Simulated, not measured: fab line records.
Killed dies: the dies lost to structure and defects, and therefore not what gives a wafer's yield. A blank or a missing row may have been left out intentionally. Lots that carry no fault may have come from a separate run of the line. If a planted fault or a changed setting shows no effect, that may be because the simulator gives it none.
The tool behind it: which one? -- flow nand_harc -- at 1 step of a route of 1302, 12 lots with 36 wafers sampled

== WHAT EACH GAUGE READ, for each wafer ==
NHARC_P_GATE_CD_MEAS_59 targets a cd of 720 nm.
lot,measured,on,cd_nm (nm)
L075,day 5 23:49,cd_sem-01,720.4 718.6 720.5
L077,day 6 19:43,cd_sem-02,718.4 717.0 719.1
L079,day 7 20:04,cd_sem-03,719.0 721.5 720.7
L081,day 8 19:19,cd_sem-03,719.4 720.7 720.6
L083,day 9 09:13,cd_sem-02,718.1 717.9 717.5
L085,day 10 10:09,cd_sem-01,720.7 719.9 719.0
L087,day 10 20:08,cd_sem-03,720.9 717.4 720.4
L089,day 11 20:29,cd_sem-02,720.4 719.9 721.0
L091,day 13 00:49,cd_sem-03,719.4 719.6 720.1
L093,day 13 15:21,cd_sem-02,720.0 720.4 719.7
L095,day 14 11:36,cd_sem-01,719.3 719.3 720.8
L097,day 15 06:09,cd_sem-01,719.6 718.3 719.6

== WHICH TOOL RAN EACH LOT (tool, then ch and the chambers of the sampled wafers, then the start) ==
Before these readings, the record contains no process step.

== THE ANSWER, worked out from the rows above alone ==
Rule: the usual values come from the lots themselves. Put in order of their means at a reading, lots are off if they are a third of the lots or fewer, leave a main group of 4 or more, and stand apart from it by a gap of 3 or more times the standard deviation of the main group's means; of several such gaps the widest counts. A main group whose means are all the same, to the digits that the tables above print for the reading, isn't used. A lot without any number at a reading at which 4 lots or more have one is off too. Any other lot the step has rows for is counted as sound.
No lot is off on any of the readings shown, so nothing can be concluded from this.

== WHAT WAS PUT IN BY THE SIMULATOR ==
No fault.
